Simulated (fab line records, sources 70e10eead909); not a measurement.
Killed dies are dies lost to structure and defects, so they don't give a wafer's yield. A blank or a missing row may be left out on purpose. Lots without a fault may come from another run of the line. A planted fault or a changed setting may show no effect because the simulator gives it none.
Chamber matching | flow nand_harc | NHARC_A_ZERO_WELL_ETCH_13 on rie_si-01: 4 sister chambers
The step etches the open film in HBr/Cl2, target depth 120 nm, time 40.1 s. 22 wafers are shown with their chamber, then 11 later ones without.

WAFERS WITH THEIR CHAMBER
wafer  | chamber | drypump_motor_current_A (A) | oes_product_au (a.u.) | throttle_valve_pct (%)
L074.1 | 1       | 5.5                         | 0.994                 | 26.390
L074.2 | 0       | 6.3                         | 0.991                 | 26.419
L074.4 | 2       | 5.0                         | 1.007                 | 26.405
L075.2 | 2       | 5.0                         | 1.009                 | 26.400
L075.5 | 3       | 6.1                         | 1.005                 | 26.398
L075.6 | 2       | 5.0                         | 1.011                 | 26.410
L078.1 | 3       | 6.2                         | 1.005                 | 26.405
L078.3 | 0       | 6.3                         | 0.990                 | 26.412
L078.5 | 0       | 6.3                         | 0.988                 | 26.403
L080.1 | 0       | 6.3                         | 1.004                 | 26.407
L080.3 | 3       | 6.1                         | 1.003                 | 26.415
L080.5 | 3       | 6.1                         | 1.002                 | 26.404
L081.3 | 3       | 6.1                         | 0.999                 | 26.406
L081.4 | 2       | 5.0                         | 1.012                 | 26.418
L081.6 | 3       | 6.2                         | 1.000                 | 26.414
L083.2 | 1       | 5.5                         | 1.018                 | 26.406
L083.4 | 0       | 6.3                         | 0.999                 | 26.406
L083.6 | 2       | 5.0                         | 0.995                 | 26.396
L084.2 | 0       | 6.3                         | 1.006                 | 26.406
L084.3 | 2       | 5.0                         | 1.002                 | 26.407
L084.5 | 1       | 5.5                         | 1.013                 | 26.405
L088.4 | 2       | 5.0                         | 1.004                 | 26.392

SIGNATURES (means of the wafers above)
reading                 | chamber 0 | chamber 1 | chamber 2 | chamber 3 | scatter within a chamber
drypump_motor_current_A | 6.300     | 5.500     | 5.000     | 6.133     | 0.0272
oes_product_au          | 0.99633   | 1.00833   | 1.00571   | 1.00233   | 0.00692
throttle_valve_pct      | 26.40883  | 26.40033  | 26.40400  | 26.40700  | 0.00746
Rule: a wafer's distance from a chamber is the root of the sum, over the readings, of the square of ((its reading less the chamber's mean) divided by the reading's scatter). The wafer belongs to the nearest chamber; if the next one is less than 2 further off, it can't be placed. The scatter: the root of (the sum of the squares of (reading less its chamber's mean) over the shown wafers, divided by (wafers less chambers)).

WAFERS WITHOUT THEIR CHAMBER
wafer  | drypump_motor_current_A (A) | oes_product_au (a.u.) | throttle_valve_pct (%)
L088.5 | 6.3                         | 0.997                 | 26.413
L088.6 | 6.2                         | 1.000                 | 26.420
L090.1 | 6.3                         | 0.987                 | 26.402
L090.3 | 6.1                         | 1.001                 | 26.421
L090.5 | 6.1                         | 0.998                 | 26.407
L091.3 | 5.0                         | 0.998                 | 26.401
L091.4 | 5.5                         | 1.019                 | 26.409
L091.6 | 5.0                         | 1.001                 | 26.409
L095.2 | 5.5                         | 1.003                 | 26.413
L095.3 | 6.2                         | 0.997                 | 26.408
L095.6 | 6.2                         | 1.007                 | 26.406

WHICH CHAMBER EACH WENT THROUGH
wafer  | from the rows above     | in truth
L088.5 | 0                       | 0
L088.6 | can't be placed: 3 or 0 | 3
L090.1 | 0                       | 0
L090.3 | 3                       | 3
L090.5 | 3                       | 3
L091.3 | 2                       | 2
L091.4 | 1                       | 1
L091.6 | 2                       | 2
L095.2 | 1                       | 1
L095.3 | can't be placed: 3 or 0 | 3
L095.6 | can't be placed: 3 or 0 | 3
Placed correctly: 8 of 11. Can't be placed from these rows: 3 (the true chamber is among the candidates in 3). Placed wrongly: 0.
